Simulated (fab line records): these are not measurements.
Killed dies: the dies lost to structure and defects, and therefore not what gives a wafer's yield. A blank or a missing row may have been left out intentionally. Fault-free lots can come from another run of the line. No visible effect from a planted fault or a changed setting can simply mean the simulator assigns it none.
Struck lot and sound lot, side by side	flow n5_finfet	37 out of 1938 route steps
Sound: these wafers, L930.2, L930.4, L930.6. Struck: wafer L942.5. (L942.2 of the same lot was not struck and is left out.) The cause comes at the end.
For every step that has rows: the tool of each side, followed by ch and its chambers, followed by its first start. Under that, the readings that differ: sound wafers	struck wafers	difference of the means	sigmas: that difference in standard deviations of wafers without a fault.
alike: words and numbers the same on both sides, and readings whose means are apart by under 2 such deviations; not compared: readings that were withheld, readings missing a value for some wafer, numbers with overlapping values and no deviation given by the record, and bounds like >300 which may hide the same value.
Wherever a step has rows on one side only, a row that says differs or no value, or a row with sigmas, the two part there. Numbers that don't overlap but have no deviation are shown without sigmas and don't part them. Lack of a reading on every wafer of one side parts them only where that side has two or more wafers.

first, 9 steps without rows for these wafers: N5_BEOL_M4_ANNEAL_95 (time 240 s); N5_BEOL_M4_SPUTTER_96 (material Cu, target thk 4.5 nm, time 8.29 s); N5_BEOL_M4_ECD_50 (material Cu, target thk 300 nm); N5_BEOL_M4_ANNEAL_51 (time 90 s); N5_BEOL_M4_CMP_52 (polishes, stops on SiOC, t overpolish 6.8 s, target thk 40 nm); N5_BEOL_M4_PRE_CLEAN_60 (time 15 s); N5_BEOL_M4_CO_CAP_55 (material Co, precursor CCTBA/H2, target thk 2 nm, time 102.1 s); N5_BEOL_M4_PRE_CLEAN_56 (time 15 s); N5_BEOL_M4_DEP_57 (deposits SiCN from 3MS/NH3, target thk 8 nm, time 14 s).
N5_BEOL_M4_RC_MEAS_101:
  sound on prober-02 ch 0, day 8 09:44; struck on prober-02 ch 0, day 11 07:38
  alike: DIBL_N, DIBL_P, IOFF_N, IOFF_P, ION_N, ION_P, SS_N, SS_P, VT_N, VT_P
then, 24 steps without rows for these wafers: N5_BEOL_M5_ILD_DEP_00 (deposits SiCOH lowk from DEMS/porogen, target thk 140.64 nm, time 25.9 s); N5_BEOL_M5_CURE_79 (cures SiCOH lowk, time 240 s); N5_BEOL_M5_PECVD_70 (deposits SiO2 from TEOS/O2, target thk 16 nm, time 18 s); N5_BEOL_M5_HM_DEP_02 (deposits TiN, target thk 20 nm); N5_BEOL_M5_COAT_59 (time 60 s, resist thk 60 nm); N5_BEOL_M5_COAT_60 (time 60 s, resist thk 12 nm); N5_BEOL_M5_COAT_71 (time 60 s, resist thk 5 nm); N5_BEOL_M5_COAT_05 (resist thk 30 nm); N5_BEOL_M5_EBR_07; N5_BEOL_M5_SOFTBAKE_06 (time 60 s); N5_BEOL_M5_EXPOSE_08 (exposes mask M5, target cd 28 nm); N5_BEOL_M5_PEB_09 (peb time 60 s); N5_BEOL_M5_DEVELOP_10 (develop time 30 s); N5_BEOL_M5_DESCUM_16 (chemistry O2, time 7 s); N5_BEOL_M5_ETCH_72 (etches underlayer in N2/H2, target depth 6.5 nm, time 5.2 s); N5_BEOL_M5_ETCH_61 (etches SiARC in CF4, target depth 15.6 nm, time 26 s); N5_BEOL_M5_ETCH_62 (etches SOC in N2/H2, target depth 75 nm, overetch 15 nm, time 112.5 s); N5_BEOL_M5_STRIP_63 (strips in N2/H2); N5_BEOL_M5_STRIP_73 (strips in N2/H2); N5_BEOL_M5_STRIP_64 (strips in CF4); N5_BEOL_M5_HM_OPEN_17 (chemistry Cl2/BCl3, target TiN, target depth 20 nm, overetch 6 nm); N5_BEOL_M5_STRIP_19 (strips in O2); N5_BEOL_M5_COAT_65 (time 60 s, resist thk 60 nm); N5_BEOL_M5_COAT_66 (time 60 s, resist thk 12 nm).
N5_BEOL_M9_SPUTTER_48: material Cu, target thk 12 nm, time 2 s.
  struck on pvd_sputter-02, day 13 02:10; sound on pvd_sputter-02, day 10 08:57
  alike: throttle_valve_pct
  not compared: susceptor_temp_C
N5_BEOL_M15_RC_MEAS_101:
  sound on prober-02 ch 0, day 12 06:06; struck on prober-02 ch 0, day 14 22:28
reading	sound	struck	difference	sigmas
SERP_M6 (ohm/um)	14.0 14.9 14.4	12.9	-1.5	-2
  alike: COMB_M10, COMB_M11, COMB_M11_max_site, COMB_M12, COMB_M13, COMB_M14, COMB_M15, COMB_M5, COMB_M6, COMB_M6_max_site, COMB_M7, COMB_M8, COMB_M9, SERP_M10, SERP_M11, SERP_M12, SERP_M13, SERP_M14, SERP_M5, SERP_M7, SERP_M8
  not compared: SERP_M9, SERP_M9_max_site
N5_PASSIVATION_PROBE_49:
  struck on prober-02, day 15 14:01; sound on prober-01, day 12 22:58
reading	sound	struck	difference	sigmas
defect_limited_yield (%)	93.6 94.1 90.4	66.8	-25.9	-17
killed_at_M4_up	11 12 15	305	+292	+49
killed_dies	76 70 113	392	+306	+17
killed_on_rim	10 9 16	62	+50	+14
sort_bin_5_function (%)	4.0 4.1 5.5	21.4	+16.9	+17
sort_bin_6_memory (%)	2.3 1.9 3.9	11.6	+8.9	+13
sort_n_pass	1104 1110 1067	788	-306	-16
sort_yield_pct (%)	93.6 94.1 90.4	66.8	-25.9	-16
  alike: killed_at_M0_to_M3, killed_at_contacts, killed_at_front_end, killed_at_other, killed_open, killed_short, sort_bin_4_leakage

== WHERE THEY PART ==
First at N5_BEOL_M15_RC_MEAS_101; last, within this record, at N5_PASSIVATION_PROBE_49.

WHY: what the simulator had put in
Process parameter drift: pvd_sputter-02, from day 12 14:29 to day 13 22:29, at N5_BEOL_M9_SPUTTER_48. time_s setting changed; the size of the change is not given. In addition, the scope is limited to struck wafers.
